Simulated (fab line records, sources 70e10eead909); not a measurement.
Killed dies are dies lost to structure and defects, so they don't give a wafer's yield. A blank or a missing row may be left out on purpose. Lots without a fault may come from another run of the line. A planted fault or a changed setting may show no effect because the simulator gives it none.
fab line records | flow nand_harc
record lots=12 wafers=36 last_day=24
route steps=1159 shown THIN_TSV@1120 END@1159
lots that met no fault: from a run of the same line without faults
start_h: hours from the record's first day to the start of the lot's first wafer shown | wait_h: hours since the lot's step before | " the same as in the row above | L1.1+2: a row that stands for several wafers | - no value, or no start given | * or withheld: withheld | < > ~ a bound
route shown NAME@n: a module of which the file shows steps, and the number in the route of the first | usual: mean/standard deviation of fault-free wafers | same: alike in all rows | chamber/n: place in a boat | sites: the reading at each site | _std_site: their standard deviation | _edge_site: outer sites' mean less inner sites' | radius_mm: how far each site lies from the wafer's centre | mask NAME#n: copy n | behind: the tool/chamber that last shaped the wafer | hold: why the lot was held/for how many hours/how that ended | device: the transistor (n, p or np) that didn't switch | end of line: the same wafers' tests at the end of the route | a step without rows: its recipe alone | killed: dies lost to structure and defects at the first sort, not the wafer's yield | map: a wafer's dies, x killed, . not, _ none there
set.NAME: the setting as run; set.NAME@STEP: as run at that earlier step | model.NAME: the simulator's own value behind a step, which no gauge read
steps of the route over a sample of lots; a table a step, a row a wafer
services: from which hour (start_h, from the record's first day; less than 0 if before it) a tool's chamber was out of use, for how many hours, and why
## steps
# step NHARC_THIN_TSV_ETCH_15
# recipe target_depth_a=30000 bosch_target_overetch_cycles=2 bosch_etch_step_s=2.8 bosch_dep_step_s=1.2 bosch_cycles=14
# usual drypump_motor_current_A=5.7/0.5
# columns lot.wafer tool chamber start_h wait_h drypump_motor_current_A rf_hours_counter_h
L863.3 rie_si-03 1 442.56 - 5.6 0.9
L863.2 " 2 " " 5.9 0.7
L863.5 " 1 " " 5.6 -
L865.1 rie_si-01 0 444.91 - 4.9 1.1
L865.2 " 1 " " 5.7 1.1
L865.6 " 2 " " 6.4 -
L867.1 rie_si-06 2 457.17 - 4.9 0.8
L867.3 " 3 " " 6.2 0.8
L867.2 " 0 " " 6.2 0.9
L870.3 rie_si-06 1 466.32 - 6.1 1.0
L870.2 " 0 " " 6.2 1.0
L870.5 " 1 " " 6.1 -
L869.1 rie_si-01 1 467.54 - 5.7 1.3
L869.2 " 3 " " 5.7 1.6
L869.6 " 0 " " 4.9 -
L874.2 rie_si-06 3 490.08 - 6.1 1.2
L874.3 " 0 " " 6.2 1.3
L874.5 " 2 " " 4.9 -
L878.1 rie_si-03 3 530.45 - 5.9 0.1
L878.2 " 0 " " 5.2 0.1
L878.3 " 1 " " 5.6 0.1
L879.1 rie_si-01 3 532.77 - 5.7 0.3
L879.5 " 2 " " 6.4 -
L879.6 " 3 " " 5.7 -
L881.4 rie_si-03 2 553.41 - 5.9 0.3
L881.2 " 3 " " 5.9 0.3
L881.1 " 0 " " 5.2 0.3
L886.1 rie_si-01 3 560.71 - 5.7 0.5
L886.2 " 0 " " 4.9 0.5
L886.4 " 3 " " 5.7 -
L884.2 rie_si-03 1 561.90 - 5.6 0.3
L884.1 " 3 " " 5.9 0.4
L884.5 " 1 " " 5.5 -
L885.2 rie_si-06 0 563.11 - 6.2 0.2
L885.3 " 1 " " 6.1 0.2
L885.6 " 2 " " 4.9 -
# step NHARC_THIN_TSV_STRIP_62
# recipe power_w=1500 temp_c=250 time_s=20 chemistry=N2/H2
# usual drypump_motor_current_A=5.6/0.59 heater_power_w=312/12 rf_refl_power_W=19/4.9
# columns lot.wafer tool chamber start_h wait_h drypump_motor_current_A heater_power_w rf_hours_counter_h rf_refl_power_W
L863.2 plasma_asher-01 0 444.44 - 5.2 340 56 22
L863.3 " 1 " " 6.3 301 - 12
L863.5 " 0 " " 5.2 332 - 21
L865.1 plasma_asher-01 0 446.95 - 5.2 342 58 21
L865.2 " 1 " " 6.3 294 58 13
L865.6 " 1 " " 6.3 293 - 13
L867.2 plasma_asher-02 1 460.19 - 6.1 311 33 -
L867.1 " 0 " " 4.8 295 33 -
L867.3 " 1 " " 6.1 315 - -
L870.2 plasma_asher-01 0 468.12 - 5.2 326 1 -
L870.3 " 0 " " 5.2 316 - -
L870.5 " 0 " " 5.3 322 - -
L869.2 plasma_asher-01 0 469.38 - 5.2 323 2 21
L869.1 " 1 " " 6.3 302 2 13
L869.6 " 0 " " 5.2 324 - 21
L874.2 plasma_asher-02 0 491.87 - 4.9 296 43 27
L874.3 " 0 " " 4.9 300 - 27
L874.5 " 1 " " 6.1 315 - 18
L878.2 plasma_asher-01 0 532.30 - 5.2 326 21 -
L878.1 " 1 " " 6.3 297 21 -
L878.3 " 1 " " 6.3 310 - -
L879.1 plasma_asher-02 1 534.56 - 6.1 319 54 19
L879.5 " 0 " " 4.8 304 - 27
L879.6 " 1 " " 6.1 315 - 18
L881.2 plasma_asher-01 0 555.18 - 5.2 318 34 22
L881.1 " 1 " " 6.3 306 34 13
L881.4 " 1 " " 6.3 312 - 13
L886.2 plasma_asher-02 0 562.52 - 4.8 299 6 -
L886.1 " 1 " " 6.1 318 6 -
L886.4 " 1 " " 6.1 317 - -
L884.1 plasma_asher-02 1 563.67 - 6.1 320 6 19
L884.2 " 0 " " 4.9 301 6 26
L884.5 " 0 " " 4.8 292 - 25
L885.2 plasma_asher-02 0 564.90 - 4.8 305 7 -
L885.3 " 0 " " 4.9 296 - -
L885.6 " 0 " " 4.9 294 - -
# step NHARC_THIN_TSV_ETCH_59
# recipe target_depth_a=8800 icp_w=900 bias_w=100 Cl2_flow_sccm=60 bcl3_flow_sccm=30 time_s=138.1 chemistry=Cl2/BCl3
# usual drypump_motor_current_A=6.1/0.42 oes_product_au=1.002/0.0067 throttle_valve_pct=22.264/0.0097
# columns lot.wafer tool chamber start_h wait_h drypump_motor_current_A oes_product_au rf_hours_counter_h throttle_valve_pct
L863.2 rie_metal-03 0 448.08 0.1 6.4 1.007 4.2 22.262
L863.3 " 0 " " 6.4 1.004 - 22.260
L863.5 " 1 " " 6.2 1.001 - 22.281
L865.2 rie_metal-02 0 450.73 0.1 6.6 0.992 1.5 22.260
L865.1 " 1 " " 6.6 1.004 1.5 22.249
L865.6 " 1 " " 6.6 1.008 - 22.270
L867.1 rie_metal-03 1 463.67 0.1 6.2 1.011 0.0 22.252
L867.2 " 0 " " 6.4 1.000 0.0 22.267
L867.3 " 0 " " 6.4 1.004 - 22.254
L870.2 rie_metal-02 1 471.75 0.2 6.6 0.996 1.9 22.291
L870.3 " 0 " " 6.6 0.994 - 22.265
L870.5 " 0 " " 6.6 1.003 - 22.251
L869.2 rie_metal-01 0 473.11 0.1 5.4 0.990 4.0 22.267
L869.1 " 1 " " 5.7 0.997 4.0 22.275
L869.6 " 1 " " 5.7 0.989 - 22.274
L874.2 rie_metal-02 0 495.49 0.1 6.6 1.010 2.6 22.264
L874.3 " 0 " " 6.5 1.002 - 22.261
L874.5 " 1 " " 6.7 1.004 - 22.265
L878.2 rie_metal-01 0 535.89 0.1 5.4 0.999 0.5 22.273
L878.1 " 1 " " 5.7 1.011 0.5 22.256
L878.3 " 0 " " 5.5 1.007 - 22.265
L879.1 rie_metal-01 0 538.74 0.2 5.4 0.993 0.8 22.267
L879.6 " 1 " " 5.7 1.004 - 22.269
L879.5 " 0 " " 5.4 0.996 - 22.263
L881.1 rie_metal-01 1 558.89 0.1 5.7 1.011 1.2 22.269
L881.2 " 0 " " 5.4 0.997 1.2 22.268
L881.4 " 1 " " 5.7 1.013 - 22.257
L886.2 rie_metal-01 1 566.11 0.1 5.7 1.004 1.5 22.287
L886.1 " 0 " " 5.4 1.001 1.5 22.279
L886.4 " 1 " " 5.7 1.008 - 22.246
L884.2 rie_metal-01 0 567.26 0.1 5.4 0.992 1.7 22.280
L884.1 " 1 " " 5.7 1.005 1.7 22.254
L884.5 " 1 " " 5.7 1.002 - 22.252
L885.2 rie_metal-03 1 568.38 0.1 6.1 1.002 3.4 22.257
L885.3 " 0 " " 6.4 1.005 - 22.273
L885.6 " 0 " " 6.4 1.003 - 22.265
# step NHARC_THIN_TSV_STRIP_57
# recipe time_s=1200 temp_c=72.5 chemistry=post_etch_residue_remover
# columns lot.wafer tool chamber start_h wait_h
L863.2+3+5 wet_bench-08 1,3,5 448.78 0.3
L865.2+1+6 wet_bench-10 5,6,7 451.47 0.3
L867.3+2+1 wet_bench-10 2,5,7 464.38 0.2
L870.5+2+3 wet_bench-08 5,1,2 472.42 0.1
L869.1+2+6 wet_bench-10 2,3,6 473.83 0.3
L874.3+2+5 wet_bench-10 2,3,6 496.17 0.2
L878.2+3+1 wet_bench-08 3,4,6 536.62 0.3
L879.5+6+1 wet_bench-08 5,6,1 540.72 0.1
L881.1+4+2 wet_bench-08 2,3,6 559.59 0.3
L886.1+2+4 wet_bench-08 0,2,3 567.12 0.3
L884.1+2+5 wet_bench-08 1,2,5 568.00 0.3
L885.3+6+2 wet_bench-08 0,1,2 569.11 0.2
# step NHARC_THIN_TSV_INSPECT_40
# usual raw_defect_count=476/83
# columns lot.wafer tool chamber start_h wait_h raw_defect_count
L863.2 defect_inspect-02 - 452.56 0.4 404
L863.3 " - " " 379
L863.5 " - " " 377
L865.1 defect_inspect-01 - 456.10 0.4 457
L865.2 " - " " 369
L865.6 " - " " 405
L867.1 defect_inspect-01 - 470.53 0.4 474
L867.2 " - " " 486
L867.3 " - " " 569
L869.1 defect_inspect-02 - 477.32 0.4 369
L869.2 " - " " 1595
L869.6 " - " " 634
L870.2 defect_inspect-01 - 477.32 0.4 369
L870.3 " - " " 503
L870.5 " - " " 517
L874.2 defect_inspect-01 - 501.03 0.4 1656
L874.3 " - " " 617
L874.5 " - " " 832
L878.1 defect_inspect-01 - 541.49 0.4 579
L878.2 " - " " 443
L878.3 " - " " 575
L879.1 defect_inspect-02 - 545.61 0.4 429
L879.5 " - " " 423
L879.6 " - " " 471
L881.1 defect_inspect-01 - 563.09 0.4 409
L881.2 " - " " 466
L881.4 " - " " 602
L885.2 defect_inspect-02 - 572.03 0.4 521
L885.3 " - " " 534
L885.6 " - " " 516
L886.1 defect_inspect-01 - 572.03 0.4 454
L886.2 " - " " 437
L886.4 " - " " 436
L884.1 defect_inspect-02 - 572.04 0.4 634
L884.2 " - " " 491
L884.5 " - " " 501
# step NHARC_END_SORT_01
# recipe temp_c=25
# usual defect_limited_yield=95.0/1.7 killed_at_array=29/12 killed_at_other=0.7/1 killed_at_periphery=4/3.2 killed_dies=34/12 killed_open=3.4/2 killed_short=1.8/1.3 sort_bin_2_pct=1.6/0.7 sort_bin_3_pct=0.26/0.23 sort_bin_4_pct=3.1/1.1 sort_n_pass=643/12 sort_rim_yield_pct=96.4/2.6 sort_yield_pct=95.0/1.7
# same gross_dies=677 sort_bin_5_pct[%]=0 sort_bin_6_pct[%]=0 sort_bin_7_pct[%]=0 sort_bin_8_pct[%]=0 sort_rim_n_gross=106.00
# columns lot.wafer tool chamber start_h wait_h defect_limited_yield[%] killed_at_array killed_at_other killed_at_periphery killed_dies killed_open killed_short sort_bin_2_pct[%] sort_bin_3_pct[%] sort_bin_4_pct[%] sort_n_pass sort_rim_yield_pct[%] sort_yield_pct[%]
L867.1 prober-01 0 473.60 2.5 95.1 26 2 5 33 5 1 1.6 0 3.2 644 99.1 95.1
L867.2 prober-01 0 474.40 2.8 93.6 33 3 7 43 5 1 2.5 0.30 3.5 634 95.3 93.6
L867.3 prober-01 0 475.20 3.1 95.3 28 1 3 32 4 1 1.3 0.30 3.1 645 94.3 95.3
L869.1 prober-02 0 480.35 2.5 94.8 32 0 3 35 2 2 2.2 0.30 2.7 642 96.2 94.8
L869.2 prober-02 0 481.13 2.8 81.2 21 102 4 127 5 2 6.6 5.47 6.6 550 98.1 81.2
L869.6 prober-02 0 484.26 3.9 95.3 26 0 6 32 4 2 1.2 0.44 3.1 645 94.3 95.3
L870.2 prober-01 0 482.21 2.8 96.0 25 1 1 27 4 2 1.6 0.30 2.1 650 91.5 96.0
L870.3 prober-01 0 483.00 3.1 95.6 27 1 2 30 4 4 1.6 0.30 2.5 647 97.2 95.6
L870.5 prober-01 0 484.58 3.7 96.5 21 0 3 24 7 2 1.3 0 2.2 653 99.1 96.5
L874.2 prober-02 0 506.01 2.8 78.3 47 95 5 147 0 0 7.2 5.76 8.7 530 94.3 78.3
L874.3 prober-02 0 506.80 3.1 91.0 57 0 4 61 1 2 4.1 0.30 4.6 616 96.2 91.0
L874.5 prober-02 0 508.39 3.7 90.4 60 0 5 65 0 2 2.8 0.44 6.4 612 92.5 90.4
L878.1 prober-02 0 544.54 2.5 96.2 25 1 0 26 3 0 1.5 0.15 2.2 651 91.5 96.2
L878.2 prober-02 0 545.34 2.8 93.5 41 0 3 44 7 2 1.8 0.15 4.6 633 97.2 93.5
L878.3 prober-02 0 546.14 3.1 93.5 38 0 6 44 4 3 3.0 0 3.5 633 88.7 93.5
L879.1 prober-01 0 552.36 2.6 93.4 29 0 16 45 4 4 2.5 0.15 4.0 632 93.4 93.4
L879.5 prober-01 0 555.53 3.7 94.5 23 1 13 37 2 0 1.3 0.30 3.8 640 93.4 94.5
L879.6 prober-01 0 556.32 4.0 94.4 27 2 9 38 3 2 2.1 0.15 3.4 639 92.5 94.4
L881.1 prober-01 0 566.16 2.5 96.9 16 3 2 21 4 1 0.3 0 2.8 656 99.1 96.9
L881.2 prober-01 0 566.97 2.8 96.8 18 2 2 22 3 4 0.7 0.15 2.4 655 98.1 96.8
L881.4 prober-01 0 568.59 3.4 95.7 24 2 3 29 4 5 1.5 0.30 2.5 648 97.2 95.7
# killed by level:class
L867.1 A_CHANNEL_HOLE_D1:chamber_film_flake=10 A_SLIT:chamber_film_flake=9 P_STI:chamber_film_flake=3 A_STAIRCASE:chamber_film_flake=2 THIN_TSV:chamber_film_flake=2 P_CONTACT:geometric_particle:open=1 P_M0:geometric_particle:open=1 A_CHANNEL_FILL_D1:geometric_particle:short=1
L867.2 A_SLIT:chamber_film_flake=16 A_CHANNEL_HOLE_D1:chamber_film_flake=7 P_STI:chamber_film_flake=3 THIN_TSV:chamber_film_flake=3 A_BLC:geometric_particle:open=2 P_ZERO_WELL:chamber_film_flake=2 A_STAIRCASE:chamber_film_flake=2 A_CONTACT:chamber_film_flake=2
L867.3 A_SLIT:chamber_film_flake=13 A_CHANNEL_HOLE_D1:chamber_film_flake=9 A_M0:geometric_particle:open=2 P_STI:geometric_particle:short=1 P_CONTACT:geometric_particle:open=1 A_BLC:geometric_particle:open=1 P_STI:chamber_film_flake=1 A_STAIRCASE:chamber_film_flake=1
L869.1 A_SLIT:chamber_film_flake=19 A_CHANNEL_HOLE_D1:chamber_film_flake=3 A_CONTACT:chamber_film_flake=3 A_CONTACT:geometric_particle:open=2 P_STI:chamber_film_flake=2 A_STAIRCASE:chamber_film_flake=2 A_BONDPAD:chamber_film_flake=2 P_CONTACT:geometric_particle:short=1
L869.2 THIN_TSV:unspecified=102 A_CHANNEL_HOLE_D1:chamber_film_flake=5 A_SLIT:chamber_film_flake=4 P_STI:chamber_film_flake=3 A_CONTACT:geometric_particle:open=2 A_BONDPAD:chamber_film_flake=2 A_ONON_D1:geometric_particle:short=1 A_CHANNEL_HOLE_D1:geometric_particle:open=1
L870.2 A_CHANNEL_HOLE_D1:chamber_film_flake=13 A_ONON_D1:geometric_particle:open=2 A_STAIRCASE:chamber_film_flake=2 A_CONTACT:chamber_film_flake=2 A_BONDPAD:chamber_film_flake=2 A_CHANNEL_FILL_D1:geometric_particle:open=1 A_WL_FILL:geometric_particle:short=1 A_BLC:geometric_particle:short=1
L870.3 A_CHANNEL_HOLE_D1:chamber_film_flake=13 A_STAIRCASE:chamber_film_flake=5 P_CONTACT:geometric_particle:short=1 P_M0:geometric_particle:open=1 A_ONON_D1:geometric_particle:short=1 A_WL_FILL:geometric_particle:short=1 A_WL_FILL:geometric_particle:open=1 A_CONTACT:geometric_particle:open=1
L869.6 A_SLIT:chamber_film_flake=15 A_CHANNEL_HOLE_D1:chamber_film_flake=3 P_STI:chamber_film_flake=2 P_GATE:chamber_film_flake=2 A_BONDPAD:chamber_film_flake=2 P_GATE:geometric_particle:open=1 P_M1:geometric_particle:open=1 A_CHANNEL_HOLE_D1:geometric_particle:short=1
L870.5 A_CHANNEL_HOLE_D1:chamber_film_flake=10 A_WL_FILL:chamber_film_flake=3 A_WL_FILL:geometric_particle:short=2 A_CONTACT:geometric_particle:open=2 P_CONTACT:geometric_particle:open=1 P_M0:geometric_particle:open=1 A_SOURCE_PLATE:geometric_particle:open=1 A_ONON_D1:geometric_particle:open=1
L874.2 THIN_TSV:unspecified=94 A_CHANNEL_HOLE_D1:chamber_film_flake=21 A_SLIT:chamber_film_flake=15 A_M0:chamber_film_flake=5 A_CONTACT:chamber_film_flake=4 P_BONDPAD:chamber_film_flake=3 P_M1:chamber_film_flake=2 A_STAIRCASE:chamber_film_flake=2
L874.3 A_SLIT:chamber_film_flake=22 A_CHANNEL_HOLE_D1:chamber_film_flake=21 A_STAIRCASE:chamber_film_flake=9 A_M0:chamber_film_flake=2 P_M0:geometric_particle:open=1 P_M0:geometric_particle:short=1 A_WL_FILL:geometric_particle:short=1 P_GATE:chamber_film_flake=1
L874.5 A_CHANNEL_HOLE_D1:chamber_film_flake=20 A_SLIT:chamber_film_flake=16 A_STAIRCASE:chamber_film_flake=12 A_M0:chamber_film_flake=6 A_CONTACT:chamber_film_flake=5 P_BONDPAD:chamber_film_flake=3 P_M0:geometric_particle:short=1 A_M1:geometric_particle:short=1
L878.1 A_CHANNEL_HOLE_D1:chamber_film_flake=8 A_STAIRCASE:chamber_film_flake=6 A_CONTACT:chamber_film_flake=5 A_SLIT:chamber_film_flake=3 A_CONTACT:geometric_particle:open=2 A_WL_FILL:geometric_particle:open=1 THIN_TSV:chamber_film_flake=1
L878.2 A_CHANNEL_HOLE_D1:chamber_film_flake=21 A_CONTACT:chamber_film_flake=7 A_STAIRCASE:chamber_film_flake=5 A_WL_FILL:geometric_particle:short=2 A_BLC:geometric_particle:open=2 P_STI:chamber_film_flake=2 P_M2:geometric_particle:open=1 A_SOURCE_PLATE:geometric_particle:open=1
L878.3 A_CHANNEL_HOLE_D1:chamber_film_flake=17 A_CONTACT:chamber_film_flake=9 P_CONTACT:chamber_film_flake=4 A_STAIRCASE:chamber_film_flake=4 A_SLIT:chamber_film_flake=3 A_SLIT:geometric_particle:open=2 P_M0:geometric_particle:open=1 P_M2:geometric_particle:open=1
L879.1 A_CONTACT:chamber_film_flake=11 P_CONTACT:chamber_film_flake=9 A_STAIRCASE:chamber_film_flake=7 P_ZERO_WELL:chamber_film_flake=4 A_CHANNEL_HOLE_D1:chamber_film_flake=4 P_CONTACT:geometric_particle:open=2 A_WL_FILL:geometric_particle:short=2 A_ZERO_WELL:chamber_film_flake=2
L879.5 A_STAIRCASE:chamber_film_flake=9 A_CONTACT:chamber_film_flake=8 P_ZERO_WELL:chamber_film_flake=7 P_CONTACT:chamber_film_flake=6 A_CHANNEL_HOLE_D1:chamber_film_flake=4 A_ONON_D1:geometric_particle:open=1 A_CHANNEL_FILL_D1:geometric_particle:open=1 THIN_TSV:chamber_film_flake=1
L879.6 A_CONTACT:chamber_film_flake=8 A_CHANNEL_HOLE_D1:chamber_film_flake=6 A_STAIRCASE:chamber_film_flake=6 P_ZERO_WELL:chamber_film_flake=5 A_CONTACT:geometric_particle:open=2 P_CONTACT:chamber_film_flake=2 THIN_TSV:chamber_film_flake=2 A_SGD_CUT:geometric_particle:short=1
L881.1 A_CHANNEL_HOLE_D1:chamber_film_flake=5 A_CONTACT:chamber_film_flake=5 THIN_TSV:chamber_film_flake=3 A_CONTACT:geometric_particle:open=2 P_M0:geometric_particle:open=1 A_WL_FILL:geometric_particle:open=1 A_CONTACT:geometric_particle:short=1 P_CONTACT:chamber_film_flake=1
L881.2 A_CHANNEL_HOLE_D1:chamber_film_flake=8 A_CONTACT:chamber_film_flake=3 A_CHANNEL_HOLE_D1:geometric_particle:short=2 THIN_TSV:chamber_film_flake=2 A_CHANNEL_FILL_D1:geometric_particle:short=1 A_CHANNEL_FILL_D1:geometric_particle:open=1 A_SGD_CUT:geometric_particle:short=1 A_WL_FILL:geometric_particle:open=1
L881.4 A_CHANNEL_HOLE_D1:chamber_film_flake=7 A_CONTACT:chamber_film_flake=6 A_STAIRCASE:chamber_film_flake=5 A_CHANNEL_FILL_D1:geometric_particle:short=2 THIN_TSV:chamber_film_flake=2 P_GATE:geometric_particle:short=1 P_M0:geometric_particle:short=1 P_M2:geometric_particle:open=1
## services
# columns tool chamber start_h hours kind
wet_bench-10 - 423.20 8.0 pm
rie_si-03 0 436.13 12.2 repair
rie_si-01 - 443.20 0.4 repair
rie_si-03 3 444.84 4.0 repair
rie_si-06 1 452.58 2.5 repair
rie_metal-03 - 453.00 9.0 pm
plasma_asher-01 - 453.16 9.0 pm
plasma_asher-01 0 453.16 9.0 vent_cycle
plasma_asher-01 1 453.16 9.0 vent_cycle
plasma_asher-01 0 462.16 - clean
plasma_asher-01 1 462.16 - clean
rie_si-01 2 465.79 5.0 repair
rie_si-01 - 481.00 9.0 pm
rie_metal-01 - 509.00 9.0 pm
rie_metal-01 0 509.00 9.0 vent_cycle
rie_metal-01 1 509.00 9.0 vent_cycle
rie_si-03 - 509.00 9.0 pm
rie_metal-02 1 511.35 19.0 repair
rie_metal-01 0 518.00 - clean
rie_metal-01 1 518.00 - clean
rie_si-06 - 537.00 9.0 pm
plasma_asher-02 - 537.17 9.0 pm
rie_si-01 1 559.22 10.6 repair
rie_metal-02 - 565.00 9.0 pm
## key
first_sign step=NHARC_THIN_TSV_INSPECT_40 reading=raw_defect_count direction=up sigmas=14 usual=476 struck=1626
effect step=NHARC_END_SORT_01 reading=killed_at_other direction=up sigmas=95 usual=0.7 struck=98.5
more_kills_born_at NHARC_THIN_TSV_STRIP_57@wet_bench-10=196
met_at NHARC_THIN_TSV_STRIP_57
struck_lots L869,L874
struck_wafers L869.2,L874.2
not_acting_at NHARC_THIN_TSV_ETCH_15,NHARC_THIN_TSV_STRIP_62,NHARC_THIN_TSV_ETCH_59
fault kind=chamber_particle_source tool=wet_bench-10 chamber=3 onset_h=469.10 steps=NHARC_THIN_TSV_STRIP_57 rate_per_visit_cm2=1.7376 end_h=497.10
